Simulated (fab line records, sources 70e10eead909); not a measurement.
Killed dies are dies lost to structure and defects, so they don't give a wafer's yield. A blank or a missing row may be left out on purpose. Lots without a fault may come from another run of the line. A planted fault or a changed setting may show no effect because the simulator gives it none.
Which tool did it? | flow nand_harc | 24 lots, 72 wafers sampled, at 2 steps of a route of 1302

WHAT THE GAUGES READ, wafer by wafer
NHARC_P_M0_THK_MEAS_24: measures by xrf. Usual: thk_nm 117.6 nm, standard deviation 1.6.
lot  | measured     | on            | thk_nm (nm)       | flag
L074 | day 6 02:11  | film_metro-01 | 117.6 121.5 116.8 |
L075 | day 6 15:53  | film_metro-02 | 116.7 119.0 117.6 |
L076 | day 6 23:11  | film_metro-01 | 117.2 117.5 117.4 |
L077 | day 7 10:00  | film_metro-01 | 117.0 116.7 116.0 |
L078 | day 7 22:02  | film_metro-02 | 118.0 115.0 118.0 |
L079 | day 8 10:08  | film_metro-02 | 119.0 118.0 121.2 |
L080 | day 8 23:42  | film_metro-02 | 118.7 114.9 119.7 |
L081 | day 9 00:30  | film_metro-01 | 115.9 116.1 117.6 |
L082 | day 9 12:20  | film_metro-01 | 115.5 119.0 117.8 |
L083 | day 10 00:25 | film_metro-01 | 117.9 118.0 119.1 |
L084 | day 10 06:19 | film_metro-02 | 117.8 118.6 116.9 |
L086 | day 10 20:01 | film_metro-02 | 116.0 118.5 118.7 |
L085 | day 10 21:04 | film_metro-01 | 117.7 117.1 116.2 |
L087 | day 11 18:04 | film_metro-01 | 118.0 117.4 120.8 |
L089 | day 12 09:20 | film_metro-02 | 114.4 118.9 116.2 |
L088 | day 12 12:39 | film_metro-02 | 117.6 118.6 115.8 |
L090 | day 12 22:38 | film_metro-01 | 118.7 118.6 114.6 |
L091 | day 13 02:54 | film_metro-01 | 116.0 118.3 115.1 |
L092 | day 13 15:49 | film_metro-02 | 116.7 116.8 117.3 |
L093 | day 14 04:46 | film_metro-02 | 118.0 117.6 117.9 |
L094 | day 14 15:02 | film_metro-02 | 117.1 119.9 117.1 |
L095 | day 14 16:32 | film_metro-01 | 117.5 118.6 119.1 |
L096 | day 15 05:59 | film_metro-02 | 118.6 117.7 116.2 |
L097 | day 15 13:49 | film_metro-02 | 118.9 114.4 118.9 |

NHARC_P_M0_INSPECT_27. Usual: raw_defect_count 321, standard deviation 160.
lot  | measured     | on                | raw_defect_count | flag
L074 | day 6 02:20  | defect_inspect-02 | 283 382 449      |
L075 | day 6 16:03  | defect_inspect-02 | 342 229 228      |
L076 | day 6 23:20  | defect_inspect-01 | 703 821 489      |
L077 | day 7 10:10  | defect_inspect-01 | 148 302 122      |
L078 | day 7 22:11  | defect_inspect-01 | 217 343 242      |
L079 | day 8 10:18  | defect_inspect-01 | 158 175 126      |
L080 | day 8 23:52  | defect_inspect-02 | 313 312 341      |
L081 | day 9 00:40  | defect_inspect-02 | 287 295 229      |
L082 | day 9 12:29  | defect_inspect-02 | 267 261 194      |
L083 | day 10 00:34 | defect_inspect-02 | 449 427 722      |
L084 | day 10 06:28 | defect_inspect-01 | 184 326 197      |
L086 | day 10 20:10 | defect_inspect-01 | 311 332 240      |
L085 | day 10 21:14 | defect_inspect-02 | 242 254 282      |
L087 | day 11 18:13 | defect_inspect-01 | 347 338 232      |
L089 | day 12 09:29 | defect_inspect-02 | 268 860 542      |
L088 | day 12 12:49 | defect_inspect-01 | 342 410 192      |
L090 | day 12 22:47 | defect_inspect-01 | 537 332 375      |
L091 | day 13 03:04 | defect_inspect-01 | 282 345 284      |
L092 | day 13 15:59 | defect_inspect-02 | 491 141 228      |
L093 | day 14 04:56 | defect_inspect-02 | 257 158 233      |
L094 | day 14 15:11 | defect_inspect-01 | 217 284 340      |
L095 | day 14 16:42 | defect_inspect-01 | 151 142 158      |
L096 | day 15 06:08 | defect_inspect-02 | 341 465 751      |
L097 | day 15 13:58 | defect_inspect-02 | 412 307 453      |

WHICH TOOL RAN EACH LOT (tool, then ch and the chambers of the sampled wafers, then the start)
The record holds no process step before these readings.

WHAT THE TOOLS THEMSELVES READ (means of the sampled wafers that have a number; where no wafer has one, the mark that the record gives instead)
The record holds no such reading with a usual standard deviation.

THE ANSWER, worked out from the rows above alone
Rule: a lot is off if the mean of its wafers that have a number lies more than 3 standard deviations from the usual mean. A lot without any number at a reading at which 4 lots or more have one is off too. The other lots that the step has rows for count as sound. The gauges are gone through in route order, then the tools' own readings, and for those a lot's mean is taken as printed above. The first step at which some lot is off is used, and at that step the reading that is off furthest; a lot without a number counts as furthest.
No lot is off at any reading shown: from this, nothing can be told.

WHAT THE SIMULATOR HAD PUT IN
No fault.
